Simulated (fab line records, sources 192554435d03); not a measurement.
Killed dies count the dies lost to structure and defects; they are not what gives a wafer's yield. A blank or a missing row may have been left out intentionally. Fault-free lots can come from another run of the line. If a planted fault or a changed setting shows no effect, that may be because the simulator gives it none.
Lot-split experiment | flow n5 finfet | 7 lots, 21 wafers read, on a route of 1938 steps

## THE SPLIT ITSELF
At N5_SD_EPI_N_ETCH_45 (etches SiOCN in CH3F/O2, target depth 6 nm), the setting target depth a was moved away from the recipe's 60 angstrom on 8 of the 21 wafers read, by -10.6% to +9.8%. This setting was run at the recipe's value on the other wafers.

Reading taken at the split's own step.

## THE READING
etch.depth nm (the simulator's own value, which no gauge read), in nm, at N5_SD_EPI_N_ETCH_45 (etches SiOCN in CH3F/O2, target depth 6 nm). There is no usual value for it anywhere in the file. Average 5.893 nm, standard deviation 0.084 nm, over the 13 wafers here run with the recipe.

wafer  | tool, chamber at the split | target depth a as run, angstrom | against the recipe | etch.depth nm, nm | against lot-mates on the recipe
L079.4 | rie diel-03, 3             | 55.21                           | -8.0%              | 5.577             | -0.373
L079.5 | rie diel-03, 0             | 60                              | recipe             | 6.013             | -
L079.6 | rie diel-03, 1             | 60                              | recipe             | 5.886             | -
L089.1 | rie diel-06, 3             | 60                              | recipe             | 6.046             | -
L089.2 | rie diel-06, 2             | 60                              | recipe             | 5.808             | -
L089.3 | rie diel-06, 0             | 60                              | recipe             | 5.963             | -
L090.1 | rie diel-02, 2             | 62.53                           | +4.2%              | 6.296             | +0.427
L090.2 | rie diel-02, 1             | 60                              | recipe             | 5.869             | -
L090.3 | rie diel-02, 3             | 62.53                           | +4.2%              | 6.155             | +0.286
L091.2 | rie diel-02, 1             | 60                              | recipe             | 5.772             | -
L091.4 | rie diel-02, 3             | 60                              | recipe             | 5.842             | -
L091.6 | rie diel-02, 2             | 60                              | recipe             | 5.896             | -
L092.1 | rie diel-02, 0             | 60                              | recipe             | 5.823             | -
L092.2 | rie diel-02, 3             | 60                              | recipe             | 5.932             | -
L092.4 | rie diel-02, 1             | 53.62                           | -10.6%             | 5.214             | -0.663
L093.3 | rie diel-06, 3             | 60                              | recipe             | 5.969             | -
L093.5 | rie diel-06, 1             | 64.06                           | +6.8%              | 6.405             | +0.436
L093.6 | rie diel-06, 3             | 64.06                           | +6.8%              | 6.351             | +0.382
L095.2 | rie diel-02, 0             | 60                              | recipe             | 5.785             | -
L095.3 | rie diel-02, 3             | 65.86                           | +9.8%              | 6.359             | +0.574
L095.4 | rie diel-02, 1             | 65.86                           | +9.8%              | 6.377             | +0.592

THE FIT
A straight line over all 21 wafers: etch.depth nm changes by +0.0568 nm for each +1% of target depth a; r = +0.95; the points scatter about the line by 0.096 nm.
The same after taking each lot's own level away (the mean of its wafers on the recipe; 21 wafers): +0.0599 nm for each +1%; r = +0.97; scatter 0.07 nm.
The reading moves by 0.64 nm for the largest change in target depth a, on that fit.
Measured against the standard deviation above, the lots' own levels, which go from 5.7850 to 5.9690 nm, span 2.2 times it.
The two slopes are in agreement: the lot-to-lot level therefore moves the slope only a little.
Check: with one of the wafers moved furthest among these (-10.6%) left out of the fit, the line predicts -0.603 nm for it against its lot-mates. Against them it came out at -0.663 nm.

## THESE WAFERS: OTHER SPLITS
These wafers also went through other splits before the reading. Each is held against what the fit with the lots' levels taken away leaves over:
other split on the same wafers    | wafers away from the commonest value | r with etch.depth nm (lot level and that fit taken away)
N5_WELL_APT_COAT_02 spin rpm      | 8                                    | -0.06
N5_FIN_SAQP_PECVD_48 time s       | 8                                    | -0.10
N5_FIN_SAQP_ETCH_52 source w      | 5                                    | +0.20
N5_FIN_SAQP_SPACER1_ALD_24 temp c | 9                                    | +0.29
N5_DUMMY_GATE_COAT_09 spin rpm    | 8                                    | +0.29

## FILE'S OWN FIT
etch.depth nm changes by +0.0596 nm for each +1% of target depth a, r = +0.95.
